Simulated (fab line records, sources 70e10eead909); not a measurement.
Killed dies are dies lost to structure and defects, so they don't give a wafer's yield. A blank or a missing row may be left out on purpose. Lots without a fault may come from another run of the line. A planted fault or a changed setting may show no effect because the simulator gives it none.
Problem report in the 8D (eight disciplines) form, filled by code | flow nand_harc | the parts of the form that need people (team, actions taken, sign-off) are left out

1. THE PROBLEM
bow_nm at NHARC_A_CHANNEL_HOLE_D2_XSEM_32 reads a mean of 13.99 nm on 6 wafers of 3 lots; wafers without a fault read 8.66 nm with a standard deviation of 0.28. That is +19 standard deviations from the usual mean.
First seen on wafer L629.1, day 18 12:55, on xsem-01. The record holds 33 wafers of 11 lots with a number at this step. Rule for "out", or "out of limits": more than 4 standard deviations from the usual mean. The other wafers with a number count as sound.

2. WHAT IT IS AND WHAT IT IS NOT
question                    | is                                             | is not
which readings at this step | bow_nm                                         | bot_cd_nm, tilt_deg
which lots                  | L629, L631, L632                               | L620, L621, L623, L627, L630, L640, L641, L642
which wafers of those lots  | L629.1, L629.4, L631.3, L631.6, L632.1, L632.4 | L629.2, L631.4, L632.3
read on which tools         | xsem-01                                        | xsem-02
when                        | from day 18 12:55                              | up to then (16 sound wafers); but 11 sound wafers of L631, L632, L640, L641, L642 came after

3. SUSPECTS, AND WHAT RULES EACH OUT
Counting: a tool at a process step up to the reading stays a suspect if it ran every lot that is out. Sound lots after the first of them don't rule it out here, since some wafers of a struck lot are sound.
- har_etch-01 at NHARC_A_CHANNEL_HOLE_D2_ETCH_20 (etches the open film in C4F8/O2/Ar, time 361.9 s, target depth 1600 nm): kept. It ran every lot that is out, first L629 (day 18 07:23); its last sound lot up to then is L630 (day 18 03:20).
- har_etch-01 at NHARC_A_CHANNEL_HOLE_D2_ETCH_22 (etches the open film in C4F8/O2/Ar, time 666.7 s, target depth 1600 nm): kept. It ran every lot that is out, first L629 (day 18 08:09); its last sound lot up to then is L630 (day 18 04:11).
- har_etch-01 at NHARC_A_CHANNEL_HOLE_D2_ETCH_24 (etches the open film in C4F8/O2/Ar, time 906.2 s, target depth 1500 nm): kept. It ran every lot that is out, first L629 (day 18 09:25); its last sound lot up to then is L630 (day 18 05:29).
- xsem-01 at NHARC_A_CHANNEL_HOLE_D2_XSEM_32: kept. It ran every lot that is out, first L629 (day 18 12:55); its last sound lot up to then is L627 (day 17 21:29). Its own readings are out on those wafers: bow_nm.
- Within har_etch-01 at NHARC_A_CHANNEL_HOLE_D2_ETCH_20: the wafers that are out ran in chamber 0; their sound lot-mates ran in chamber 1.
- Within har_etch-01 at NHARC_A_CHANNEL_HOLE_D2_ETCH_22: the wafers that are out ran in chamber 0; their sound lot-mates ran in chamber 1.
- Within har_etch-01 at NHARC_A_CHANNEL_HOLE_D2_ETCH_24: the wafers that are out ran in chamber 0; their sound lot-mates ran in chamber 1.
Left after counting: har_etch-01 at NHARC_A_CHANNEL_HOLE_D2_ETCH_20, har_etch-01 at NHARC_A_CHANNEL_HOLE_D2_ETCH_22, har_etch-01 at NHARC_A_CHANNEL_HOLE_D2_ETCH_24, xsem-01 at NHARC_A_CHANNEL_HOLE_D2_XSEM_32.

4. THE CAUSE (what the simulator had put in)
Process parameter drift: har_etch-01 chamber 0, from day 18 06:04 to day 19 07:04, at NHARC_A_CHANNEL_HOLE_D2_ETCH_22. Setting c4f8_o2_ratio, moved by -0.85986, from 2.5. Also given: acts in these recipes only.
Counting left 4 suspects, and this tool is among them.

5. THE CHAIN OF EFFECTS, in route order
Each row: a reading whose mean over the struck wafers that have a number lies more than 3 standard deviations from the usual. Only readings for which the record gives a usual standard deviation are gone through. hours: the time from each lot's start at the first step in this table that gives one to its start at this step, as a median over the lots. sigmas: the change in usual standard deviations.
hours | step                            | reading | usual   | on struck wafers | change | sigmas
0     | NHARC_A_CHANNEL_HOLE_D2_XSEM_32 | bow_nm  | 8.66 nm | 13.99            | +5.33  | +19
The process steps in it:
- NHARC_A_CHANNEL_HOLE_D2_XSEM_32
Later measuring or inspecting steps at which every struck wafer that the step has a row for has a number for every such reading, and none has moved that far: NHARC_END_SORT_01.

6. WHAT WOULD HAVE CAUGHT IT SOONER
In this record the first reading out of limits was taken at day 18 12:55, 7 hours after the fault began at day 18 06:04.
Of the tool readings at NHARC_A_CHANNEL_HOLE_D2_ETCH_22 for which the record gives a usual standard deviation, none was out on any struck wafer, so an alarm limit of 4 standard deviations on them would not have fired.
Of the lots that are out (3), L631, L632 began NHARC_A_CHANNEL_HOLE_D2_ETCH_22 on har_etch-01 after day 18 12:55. A hold on the tool at that time would have spared those 2.
